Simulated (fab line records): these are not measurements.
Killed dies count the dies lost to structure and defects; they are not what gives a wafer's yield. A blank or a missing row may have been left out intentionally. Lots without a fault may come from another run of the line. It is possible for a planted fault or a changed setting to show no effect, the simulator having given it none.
Chamber matching || flow nand harc || 3 sister chambers for NHARC_A_SLIT_DEP_23 on pecvd-04
The step deposits SiON, target thk 100 nm. 20 wafers are shown with their chamber, then 10 later ones without.

## WAFERS PAIRED WITH THEIR CHAMBERS
{"wafer": "L075.2", "chamber": 1, "heater power w (W)": 980}
{"wafer": "L075.3", "chamber": 2, "heater power w (W)": 616}
{"wafer": "L075.5", "chamber": 1, "heater power w (W)": 979}
{"wafer": "L078.2", "chamber": 2, "heater power w (W)": 646}
{"wafer": "L078.3", "chamber": 1, "heater power w (W)": 927}
{"wafer": "L078.5", "chamber": 2, "heater power w (W)": 635}
{"wafer": "L079.2", "chamber": 0, "heater power w (W)": 745}
{"wafer": "L079.3", "chamber": 0, "heater power w (W)": 778}
{"wafer": "L079.6", "chamber": 0, "heater power w (W)": 765}
{"wafer": "L084.1", "chamber": 1, "heater power w (W)": 921}
{"wafer": "L084.2", "chamber": 2, "heater power w (W)": 596}
{"wafer": "L084.6", "chamber": 2, "heater power w (W)": 620}
{"wafer": "L090.1", "chamber": 1, "heater power w (W)": 819}
{"wafer": "L090.3", "chamber": 2, "heater power w (W)": 623}
{"wafer": "L090.6", "chamber": 1, "heater power w (W)": 814}
{"wafer": "L088.2", "chamber": 0, "heater power w (W)": 761}
{"wafer": "L088.3", "chamber": 1, "heater power w (W)": 751}
{"wafer": "L088.6", "chamber": 1, "heater power w (W)": 757}
{"wafer": "L093.1", "chamber": 0, "heater power w (W)": 751}
{"wafer": "L093.2", "chamber": 1, "heater power w (W)": 855}

SIGNATURES (averages over the wafers above)
{"reading": "heater power w", "chamber 0": 760.00, "chamber 1": 867.00, "chamber 2": 622.67, "scatter within a chamber": 61.7}
Rule: for each reading, subtract the chamber's mean from the wafer's reading, divide by that reading's scatter and square the result; add these up over the readings and take the root, which gives the wafer's distance from the chamber. The wafer belongs to the nearest chamber; if the next one is less than 2 further off, it can't be placed. The scatter is the square root of a quotient: the sum, over the shown wafers, of each reading's squared deviation from its chamber's mean, divided by wafers minus chambers.

## WAFERS WITH NO CHAMBER GIVEN
{"wafer": "L093.6", "heater power w (W)": 702}
{"wafer": "L092.1", "heater power w (W)": 713}
{"wafer": "L092.3", "heater power w (W)": 627}
{"wafer": "L092.4", "heater power w (W)": 713}
{"wafer": "L097.2", "heater power w (W)": 734}
{"wafer": "L097.4", "heater power w (W)": 736}
{"wafer": "L097.6", "heater power w (W)": 836}
{"wafer": "L094.1", "heater power w (W)": 892}
{"wafer": "L094.4", "heater power w (W)": 803}
{"wafer": "L094.6", "heater power w (W)": 897}

## THE CHAMBER EACH PASSED THROUGH
{"wafer": "L093.6", "from the rows above": "can't be placed: 0 or 2 or 1", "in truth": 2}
{"wafer": "L092.1", "from the rows above": "can't be placed: 0 or 2 or 1", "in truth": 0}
{"wafer": "L092.3", "from the rows above": 2, "in truth": 2}
{"wafer": "L092.4", "from the rows above": "can't be placed: 0 or 2 or 1", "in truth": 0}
{"wafer": "L097.2", "from the rows above": "can't be placed: 0 or 2 or 1", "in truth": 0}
{"wafer": "L097.4", "from the rows above": "can't be placed: 0 or 2 or 1", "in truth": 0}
{"wafer": "L097.6", "from the rows above": "can't be placed: 1 or 0", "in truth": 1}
{"wafer": "L094.1", "from the rows above": "can't be placed: 1 or 0", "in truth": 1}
{"wafer": "L094.4", "from the rows above": "can't be placed: 0 or 1", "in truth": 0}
{"wafer": "L094.6", "from the rows above": "can't be placed: 1 or 0", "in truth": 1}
1 of 10 placed correctly. Can't be placed from these rows: 9 (the true chamber is among the candidates in 9). Number placed wrongly: 0.
